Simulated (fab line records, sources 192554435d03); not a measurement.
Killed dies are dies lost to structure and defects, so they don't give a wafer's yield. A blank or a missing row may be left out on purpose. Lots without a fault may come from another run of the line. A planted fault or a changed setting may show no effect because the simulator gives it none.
Which tool did it? | flow n5_finfet | 11 lots, 32 wafers sampled, at 2 steps of a route of 1938

WHAT THE GAUGES READ, wafer by wafer
N5_BEOL_M14_INSPECT_30: inspects for defects (macro). Usual: raw_defect_count 2.2, standard deviation 1.6.
lot  | measured     | on                | raw_defect_count | flag
L132 | day 11 05:30 | defect_inspect-02 | 1 1 0            |
L133 | day 12 10:38 | defect_inspect-02 | 1 1 1            |
L137 | day 12 16:44 | defect_inspect-02 | 2 3 0            |
L136 | day 12 17:40 | defect_inspect-02 | 2 2 5            |
L138 | day 14 10:27 | defect_inspect-01 | 4 2 4            |
L143 | day 14 10:43 | defect_inspect-02 | 1 2              |
L146 | day 16 02:44 | defect_inspect-01 | 2 3 4            |
L149 | day 16 06:12 | defect_inspect-01 | 4 0 2            |
L150 | day 17 11:04 | defect_inspect-01 | 2 2 5            |
L152 | day 17 22:48 | defect_inspect-01 | 3 5 1            |
L155 | day 18 13:14 | defect_inspect-02 | 0 4 4            |

N5_BEOL_M14_OCD_MEAS_35. Usual: trench_depth_nm 559 nm, standard deviation 16.
lot  | measured     | on     | trench_depth_nm (nm) | flag
L132 | day 11 06:17 | ocd-01 | 578 559 562          |
L133 | day 12 11:17 | ocd-02 | 556 520 523          |
L137 | day 12 17:23 | ocd-02 | 590 562 574          |
L136 | day 12 18:29 | ocd-02 | 562 538 564          |
L138 | day 14 11:06 | ocd-01 | 556 571 562          |
L143 | day 14 11:29 | ocd-02 | 559 548              |
L146 | day 16 03:34 | ocd-01 | 568 548 568          |
L149 | day 16 06:55 | ocd-01 | 575 534 544          |
L150 | day 17 11:43 | ocd-02 | 550 559 558          |
L152 | day 17 23:26 | ocd-02 | 573 545 573          |
L155 | day 18 13:53 | ocd-02 | 554 578 552          |

WHICH TOOL RAN EACH LOT (tool, then ch and the chambers of the sampled wafers, then the start)
The record holds no process step before these readings.

WHAT THE TOOLS THEMSELVES READ (means of the sampled wafers that have a number; where no wafer has one, the mark that the record gives instead)
The record holds no such reading with a usual standard deviation.

THE ANSWER, worked out from the rows above alone
Rule: a lot is off if the mean of its wafers that have a number lies more than 3 standard deviations from the usual mean. A lot without any number at a reading at which 4 lots or more have one is off too. The other lots that the step has rows for count as sound. The gauges are gone through in route order, then the tools' own readings, and for those a lot's mean is taken as printed above. The first step at which some lot is off is used, and at that step the reading that is off furthest; a lot without a number counts as furthest.
No lot is off at any reading shown: from this, nothing can be told.

WHAT THE SIMULATOR HAD PUT IN
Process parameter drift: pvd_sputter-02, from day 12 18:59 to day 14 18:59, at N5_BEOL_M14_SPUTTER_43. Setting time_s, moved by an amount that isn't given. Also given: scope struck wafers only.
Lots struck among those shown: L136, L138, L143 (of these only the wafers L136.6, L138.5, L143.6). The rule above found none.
